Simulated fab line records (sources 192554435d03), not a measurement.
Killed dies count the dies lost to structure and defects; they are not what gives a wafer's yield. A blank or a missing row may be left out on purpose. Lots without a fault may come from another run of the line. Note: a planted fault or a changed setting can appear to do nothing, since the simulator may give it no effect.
fab line records    flow n5Finfet
record lots=4  wafers=12  lastDay=18
route steps=1938 shown BEOL_M15@1819 PASS1_DEP@1831 MIM_BOT@1832 MIM_TOP@1834 MIM_TOP_LITHO@1839 MIM_TOP_ETCH@1851 MIM_BOT_LITHO@1854 MIM_BOT_ETCH@1868 PASSIVATION@1936
lots with no fault: from the same line, run without faults
startH: start of the lot's first displayed wafer, in hours after the record's first day    waitH: hours since the lot's step before    " repeats the value in the row above    L1.1+2: one row covering several wafers at once    - either no value or no given start    * or withheld: withheld    < > ~ a bound
route shown NAME@n: a module of which the file shows steps, and the number in the route of the first    usual: average and standard deviation across the fault-free wafers    same: alike in all rows    chamber/n: place in a boat    sites: per-site readings    _std_site: standard deviation of those values    _edge_site: the outer-site mean with the inner-site mean subtracted    radiusMm: for every site, how far away it sits from the centre of the wafer    mask NAME#n: copy n    behind: the tool/chamber that last shaped the wafer    hold: reason for holding the lot/hours on hold/outcome of the hold    device: whichever transistor did not switch (one of n, p or np)    end of line: the tests these same wafers got at the end of their route    a step with no rows: only its recipe    killed: dies that structure and defects cost at the first sort, which is not the same as the wafer's yield    map: the dies of a wafer, with x for killed, . for not killed, _ for no die there
set.NAME: the setting that was run; set.NAME@STEP: the one run at that earlier step    model.NAME: the simulator's own value behind a step, which no gauge read
a table for each step, a row for each wafer; lots at some steps of the route
services: when a tool's chamber went out of use (startH, in hours from the record's first day, below 0 if earlier), for how many hours, and the reason
## steps
# step N5_BEOL_M15_SPUTTER_43
# recipe material=TaN  targetThkA=150  tempC=50  biasV=168.6  powerW=15000  chamberPressurePa=0.12  timeS=24.19
# step N5_BEOL_M15_SPUTTER_44
# recipe material=Ta  targetThkA=150  tempC=50  biasV=80  powerW=15000  chamberPressurePa=0.07  timeS=24.19
# step N5_BEOL_M15_SPUTTER_45
# recipe material=Cu  targetThkA=1000  tempC=-20  biasV=60  powerW=26000  chamberPressurePa=0.13  timeS=16.67
# step N5_BEOL_M15_ECD_47
# recipe material=Cu  targetThkA=18600
# step N5_BEOL_M15_ANNEAL_48
# recipe tempC=225  timeS=90  ambient=N2
# step N5_BEOL_M15_CMP_49
# recipe stopOn=SiO2  tOverpolishS=4.9  downForcePsi=2  platenRpm=80  clearingPlatenDownForcePsi=2  clearingPlatenRpm=80  postCmpClean=cuAlkaline  targetThkNm=850  clearingPlatenPadVelocityMS=1.5917  padVelocityMS=1.5917
# step N5_BEOL_M15_PRE_CLEAN_52
# recipe gas=NH3  timeS=15  tempC=withheld  rfPowerW=300
# step N5_BEOL_M15_DEP_53
# recipe material=SiCN  targetThkA=500  tempC=withheld  precursor=3MS/NH3  pressureTorr=3  rfW=675  timeS=17.8
# step N5_PASSIVATION_PECVD_00
# recipe material=SiO2  targetThkA=2000  tempC=400  precursor=SiH4/N2O  pressureTorr=2.7  rfW=608  timeS=11.2
# usual heaterPowerW=596/93  showerheadPlenumPTorr=8.18/0.097  susceptorTempC=400.01/0.2  throttleValvePct=53/3.5
lot.wafer  tool      chamber  startH  waitH  heaterPowerW  showerheadPlenumPTorr  susceptorTempC  throttleValvePct  model.SiO2_of_PASSIVATION_PECVD_00.thkNm
L976.2     pecvd-02  2        346.78  0.7    783           8.32                   400.22          47                198
L976.3     "         1        "       "      660           8.13                   399.84          59                197
L976.6     "         1        "       "      645           8.13                   400.10          58                199.8
L979.1     pecvd-02  1        376.88  0.8    610           8.14                   400.03          58                196.4
L979.4     "         0        "       "      610           8.05                   400.08          52                313.8
L979.6     "         1        "       "      591           8.14                   399.89          58                201.8
L980.2     pecvd-02  1        379.56  0.7    559           8.13                   399.87          58                198.8
L980.3     "         0        "       "      609           8.05                   400.33          52                309.6
L980.6     "         0        "       "      608           8.06                   399.97          52                309.2
L986.4     pecvd-01  1        426.82  0.4    533           8.14                   399.96          51                204
L986.5     "         0        "       "      570           8.14                   399.85          49                203.4
L986.6     "         2        "       "      469           8.16                   400.09          56                202.4
# step N5_MIM_BOT_DEGAS_01
# recipe ambient=vacuum  tempC=300  timeS=60
# step N5_MIM_BOT_SPUTTER_00
# recipe material=TiN  targetThkA=350  tempC=200  powerW=3000  chamberPressurePa=0.49996  gas=Ar  reactivePartialPa=0.37997  timeS=89.7
# step N5_MIM_TOP_ALD_00
# recipe material=Al2O3  targetThkA=*  tempC=withheld  aldPrecursorFamily=TMA  aldCoReactant=O3  pulseTimeS=withheld  purgeTimeS=3  coReactantPurgeTimeS=withheld  coReactantPulseTimeS=3  aldCycles=withheld
# step N5_MIM_TOP_ALD_01
# recipe material=HfO2  targetThkA=56  tempC=withheld  aldPrecursorFamily=Hf-amide  aldCoReactant=O3  pulseTimeS=1  purgeTimeS=3  coReactantPurgeTimeS=2  coReactantPulseTimeS=3  aldCycles=62
# step N5_MIM_TOP_ALD_02
# recipe material=Al2O3  targetThkA=*  tempC=withheld  aldPrecursorFamily=TMA  aldCoReactant=O3  pulseTimeS=withheld  purgeTimeS=3  coReactantPurgeTimeS=withheld  coReactantPulseTimeS=3  aldCycles=withheld
# step N5_MIM_TOP_DEGAS_04
# recipe ambient=vacuum  tempC=300  timeS=60
# step N5_MIM_TOP_SPUTTER_03
# recipe material=TiN  targetThkA=350  tempC=200  powerW=3000  chamberPressurePa=0.49996  gas=Ar  reactivePartialPa=0.37997  timeS=89.7
# step N5_MIM_TOP_LITHO_HMDS_01
# recipe timeS=60  tempC=120
# step N5_MIM_TOP_LITHO_COAT_02
# recipe spinRpm=*  resistThkNm=*
# step N5_MIM_TOP_LITHO_EBR_04
# recipe solvent=PGMEA  ebrWidthMm=1.5
# step N5_MIM_TOP_LITHO_SOFTBAKE_03
# recipe tempC=100  timeS=90
# step N5_MIM_TOP_LITHO_EXPOSE_05
# recipe maskId=MIM_TOP  na=0.55  sourceShape=conventional  sigmaOuter=0.8  polarization=unpolarized  targetCdNm=2000  doseMj=20.5
# step N5_MIM_TOP_LITHO_PEB_06
# recipe pebTempC=withheld  pebTimeS=*
# step N5_MIM_TOP_LITHO_DEVELOP_07
# recipe developTimeS=60  rinseLiquid=diw  dry=airSpin  devTempC=21
# step N5_MIM_TOP_LITHO_HARDBAKE_09
# recipe tempC=130  timeS=120
# step N5_MIM_TOP_LITHO_DESCUM_10
# recipe chemistry=O2  timeS=7.9  sourcePowerW=50  biasPowerW=20  pressureMtorr=20  rfFrequencyHz=2.712e+07  tempC=40  o2FlowSccm=225
# step N5_MIM_TOP_ETCH_ETCH_00
# recipe chemistry=Cl2/BCl3  target=TiN  targetDepthA=385  ionEnergyEv=150  pressureMtorr=10  icpW=1000  biasW=126  Cl2_flow_sccm=53.25  bcl3FlowSccm=21.75  Ar_flow_sccm=25
# step N5_MIM_TOP_ETCH_STRIP_01
# recipe chemistry=O2  powerW=600  tempC=60  pressureMtorr=30  rfFrequencyHz=6e+07  biasPowerW=0  overashFraction=0.5  o2FlowSccm=225
# step N5_MIM_TOP_ETCH_PECVD_03
# recipe material=SiNx  targetThkA=200  tempC=400  precursor=SiH4/NH3/N2  pressureTorr=1.5  rfW=300  timeS=17.6
# step N5_MIM_BOT_LITHO_HMDS_01
# recipe timeS=60  tempC=120
# step N5_MIM_BOT_LITHO_COAT_02
# recipe spinRpm=*  resistThkNm=*
# step N5_MIM_BOT_LITHO_EBR_04
# recipe solvent=PGMEA  ebrWidthMm=1.5
# step N5_MIM_BOT_LITHO_SOFTBAKE_03
# recipe tempC=100  timeS=90
# step N5_MIM_BOT_LITHO_EXPOSE_05
# recipe maskId=MIM_BOT  na=0.55  sourceShape=conventional  sigmaOuter=0.8  polarization=unpolarized  doseMj=24.25
# step N5_MIM_BOT_LITHO_PEB_06
# recipe pebTempC=withheld  pebTimeS=*
# step N5_MIM_BOT_LITHO_DEVELOP_07
# recipe developTimeS=60  rinseLiquid=diw  dry=airSpin  devTempC=21
# step N5_MIM_BOT_ETCH_ETCH_00
# recipe chemistry=Cl2/BCl3  target=TiN  targetDepthA=455  ionEnergyEv=150  pressureMtorr=10  icpW=1000  biasW=126  Cl2_flow_sccm=53.25  bcl3FlowSccm=21.75  Ar_flow_sccm=25
# usual bcl3FlowSccm=21.77/0.064  drypumpMotorCurrentA=5.6/0.41  mfcCl2Sccm=53.21/0.17  oesProductAu=0.78/0.1  throttleValvePct=22.07/0.25
lot.wafer  tool         chamber  startH  waitH  bcl3FlowSccm  drypumpMotorCurrentA  mfcCl2Sccm  oesProductAu  rfHoursCounterH  throttleValvePct  model.SiO2_of_PASSIVATION_PECVD_00.thkNm
L976.2     rieMetal-02  0        353.24  0.1    21.67         5.3                   53.18       0.68          101              21.89             195.4
L976.3     "            0        "       "      21.72         5.3                   53.10       0.67          -                21.90             194.4
L976.6     "            1        "       "      21.68         5.1                   53.41       0.73          -                22.39             197.2
L979.1     rieMetal-01  1        380.93  0.1    21.83         5.5                   53.37       0.93          2                22.26             193.8
L979.4     "            0        "       "      21.66         6.0                   53.02       0.66          -                21.99             311.2
L979.6     "            0        "       "      21.73         6.0                   53.30       0.66          -                21.98             199.2
L980.2     rieMetal-02  1        385.66  0.1    21.85         5.1                   53.11       0.72          61               22.42             196.2
L980.3     "            1        "       "      21.84         5.1                   53.16       0.72          -                22.40             307
L980.6     "            0        "       "      21.70         5.4                   53.45       0.99          -                21.63             306.4
L986.4     rieMetal-02  0        431.12  0.1    21.79         5.3                   53.14       0.95          -                21.64             201.2
L986.5     "            0        "       "      21.83         5.3                   53.09       0.93          -                21.63             200.8
L986.6     "            1        "       "      21.86         5.1                   53.34       0.72          -                22.40             199.8
# step N5_PASSIVATION_PROBE_49
# usual defectLimitedYield=91.0/1.5  killed_at_M0_to_M3=37/12  killed_at_M4_up=13/5  killedAtContacts=13/6.1  killedAtFrontEnd=39/11  killedAtOther=4/3.2  killedDies=106/17  killedOnRim=13/4.2  killedOpen=69/12  killedShort=35/7.9  sort_bin_5_function=5.3/1  sort_bin_6_memory=3.3/0.68  sortNPass=1074/17  sortYieldPct=91.0/1.5
# same grossDies=1180  killedAtBackSide=0  sort_bin_4_leakage[%]=0  sort_bin_8_speed[%]=0
lot.wafer  tool       chamber  startH  waitH  defectLimitedYield[%]  killed_at_M0_to_M3  killed_at_M4_up  killedAtContacts  killedAtFrontEnd  killedAtOther  killedDies  killedOnRim  killedOpen  killedShort  sort_bin_5_function[%]  sort_bin_6_memory[%]  sortNPass  sortYieldPct[%]
L976.2     prober-02  -        361.74  0.2    89.4                   23                  18               20                63                1              125         16           97          27           6.9                     3.6                   1055       89.4
L976.3     prober-02  -        361.79  0.2    90.3                   21                  9                20                62                2              114         11           75          39           6.5                     2.8                   1066       90.3
L976.6     prober-02  -        361.94  0.4    90.3                   39                  9                20                46                0              114         16           76          38           5.9                     3.6                   1066       90.3
# killed by level:class
L976.2 STI_FIN_REVEAL:geometricParticle:open=19 FIN_SAQP:geometricParticle:open=18 MOL_CONTACT_COAG:geometricParticle:open=16 BEOL_M4:geometricParticle:open=8 FIN_SAQP:geometricParticle:short=6 BEOL_M1:geometricParticle:open=6 DUMMY_GATE:geometricParticle:open=4 BEOL_M2:geometricParticle:open=4
L976.3 STI_FIN_REVEAL:geometricParticle:open=19 MOL_CONTACT_COAG:geometricParticle:open=18 FIN_SAQP:geometricParticle:short=12 FIN_SAQP:geometricParticle:open=8 STI_FIN_REVEAL:geometricParticle:short=8 BEOL_M1:geometricParticle:open=8 DUMMY_GATE:geometricParticle:open=6 BEOL_M0_SAQP:geometricParticle:open=6
L976.6 MOL_CONTACT_COAG:geometricParticle:open=14 FIN_SAQP:geometricParticle:open=13 BEOL_M1:geometricParticle:open=10 STI_FIN_REVEAL:geometricParticle:open=9 BEOL_M0_SAQP:geometricParticle:short=8 MOL_CONTACT_COAG:geometricParticle:short=6 BEOL_M1:geometricParticle:short=5 BEOL_M2:geometricParticle:open=5
## services
tool         chamber  startH  hours  kind
pecvd-02     1        325.62  5.5    scheduledDown
rieMetal-01  1        330.56  9.9    repair
rieMetal-02  0        332.36  2.5    repair
pecvd-02     1        333.33  8.4    repair
rieMetal-02  0        360.08  -      clean
rieMetal-02  0        360.08  20.2   scheduledDown
rieMetal-02  0        360.08  20.2   ventCycle
pecvd-01     2        364.94  5.5    scheduledDown
pecvd-01     1        383.62  -      clean
pecvd-01     1        383.62  -      consumableReplace:showerhead
pecvd-01     1        383.62  29.0   scheduledDown
pecvd-01     1        383.62  29.0   ventCycle
rieMetal-01  0        384.05  -      clean
rieMetal-01  0        384.05  29.3   scheduledDown
rieMetal-01  0        384.05  29.3   ventCycle
## key
firstSign none at tools or gauges
modelEffect step=N5_PASSIVATION_PECVD_00  value=SiO2_of_PASSIVATION_PECVD_00.thkNm  without=199.5  struck=310.9
modelEffect step=N5_MIM_BOT_ETCH_ETCH_00  value=SiO2_of_PASSIVATION_PECVD_00.thkNm  without=196.9  struck=308.2
metAt N5_PASSIVATION_PECVD_00
struckWafers L979.4,L980.3,L980.6
fault kind=processParameterDrift  tool=pecvd-02  chamber=0  onsetH=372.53  steps=N5_PASSIVATION_PECVD_00  channel=timeS  offset=*  shape=step  actsIn=*  stated=*
